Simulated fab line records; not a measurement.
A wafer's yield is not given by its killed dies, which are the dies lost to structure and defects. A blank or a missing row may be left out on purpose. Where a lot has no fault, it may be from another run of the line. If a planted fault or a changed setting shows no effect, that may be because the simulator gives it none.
A lot that was struck, set against a sound lot | flow n5-finfet | 15 out of 1938 route steps
Sound: the wafers L633.1, L633.5, L633.6. Struck: wafer L639.6 (L639.2, L639.3, from the same lot, were not struck and are left out); the cause is given at the end.
Order at every step that has rows: each side's tool, ch and its chambers, its first start. Under that, the readings that differ: sound wafers | struck wafers | difference of the means | sigmas: that difference in standard deviations of wafers without a fault.
alike: readings with means less than 2 such deviations apart, plus words and numbers identical on both sides. not compared: withheld readings, readings lacking a value on some wafer, bounds such as >300 that could conceal the same value, and numbers that have no deviation in the record and whose values overlap.
The two part at a step that has a row with sigmas, a row that says differs or no value, or rows on one side only. When numbers do not overlap yet have no deviation, they are printed without sigmas and do not part them. A reading that every wafer of one side lacks parts them only if that side has two wafers or more.

first, 1 step without rows for these wafers: N5_BEOL_M0_TRENCH_ETCH_107 (etches SiOC in C4F6/O2, target depth 32.8 nm, time 16.4 s).
N5_BEOL_M0_STRIP_142: strips in N2/H2, time 10 s.
  sound on rie-diel-04 ch 1,2,3, day 7 17:13; struck on rie-diel-06 ch 0, day 9 11:35
  alike: drypump-motor-current-A, h2-flow-sccm, oes-product-au, rf-vpp-V, showerhead-plenum-p-Torr, throttle-valve-pct
  not compared: rf-hours-counter-h
N5_BEOL_M0_OCD_MEAS_108:
  struck on ocd-01, day 9 11:40; sound on ocd-02, day 7 17:17
  alike: trench-depth-nm
then, 2 steps without rows for these wafers: N5_BEOL_M0_HM_STRIP_129 (strips TiN in peroxide tin strip, target depth 17 nm, time 108 s); N5_BEOL_M0_SRD_130 (time 30 s).
N5_BEOL_M0_ETCH_109: etches SiCN in CH3F/O2, target depth 8 nm, overetch 2.4 nm, time 27.4 s.
  sound on rie-diel-04 ch 0,2,3, day 7 17:46; struck on rie-diel-02 ch 0, day 9 11:50
  alike: drypump-motor-current-A, mfc-ar-sccm, oes-product-au, rf-vpp-V, showerhead-plenum-p-Torr, throttle-valve-pct
  not compared: rf-hours-counter-h
then, 2 steps without rows for these wafers: N5_BEOL_M0_STRIP_139 (strips in post etch residue remover, time 60 s); N5_BEOL_M0_SRD_111 (time 30 s).
N5_BEOL_M0_DEGAS_112: time 60 s.
  struck on pvd-sputter-01, day 9 12:11; sound on pvd-sputter-03, day 7 20:35
  reading            | sound       | struck | difference | sigmas
  heater-power-w (W) | 260 315 265 | 370    | +90        | +2
  alike: susceptor-temp-C
then, 1 step without rows for these wafers: N5_BEOL_M0_PRE_CLEAN_113 (time 30 s).
N5_BEOL_M0_ALD_136: deposits TaN, pulse time 2 s, purge time 3 s, co reactant purge time 2 s.
  sound on ald-metal-03 ch 1,2,3, day 7 20:48; struck on ald-metal-04 ch 3, day 9 12:17
  alike: heater-power-w, precursor-vessel-pressure-torr, susceptor-temp-C
following that, these wafers have no rows for 1 step: N5_BEOL_M0_SURFACE_TREAT_137.
N5_BEOL_M0_CVD_115: deposits Co from CCTBA/H2, time 120 s.
  sound on cvd-co-02 ch 0,1, day 7 21:22; struck on cvd-co-02 ch 0, day 9 14:27
  reading          | sound             | struck | difference | sigmas
  run-length-s (s) | 142.6 142.5 141.9 | 70.3   | -72.0      | -99 or more
N5_BEOL_M0_SPUTTER_116: material Cu, target thk 4 nm, time 7.37 s.
  struck on pvd-sputter-01, day 9 14:36; sound on pvd-sputter-03, day 7 21:32
  alike: susceptor-temp-C, throttle-valve-pct
-- a jump in the record: the struck wafers' starts before and after are 3 days apart (it breaks off in module BEOL_M0 and resumes in module BEOL_M4, where the first step shown is number 1111 of the route) --
N5_BEOL_M4_RC_MEAS_101:
  sound on prober-02 ch 0, day 10 00:21; struck on prober-02 ch 0, day 12 05:15
  reading       | sound          | struck | difference | sigmas
  SS_N (mV/dec) | 71.6 71.6 71.2 | 73.8   | +2.3       | +3
  alike: DIBL_N, DIBL_P, IOFF_N, IOFF_P, ION_N, ION_P, SS_P, VT_N, VT_P

== WHERE THEY PART ==
Earliest at N5_BEOL_M0_DEGAS_112; latest, in this record, at N5_BEOL_M4_RC_MEAS_101.

WHY: what the simulator had put in
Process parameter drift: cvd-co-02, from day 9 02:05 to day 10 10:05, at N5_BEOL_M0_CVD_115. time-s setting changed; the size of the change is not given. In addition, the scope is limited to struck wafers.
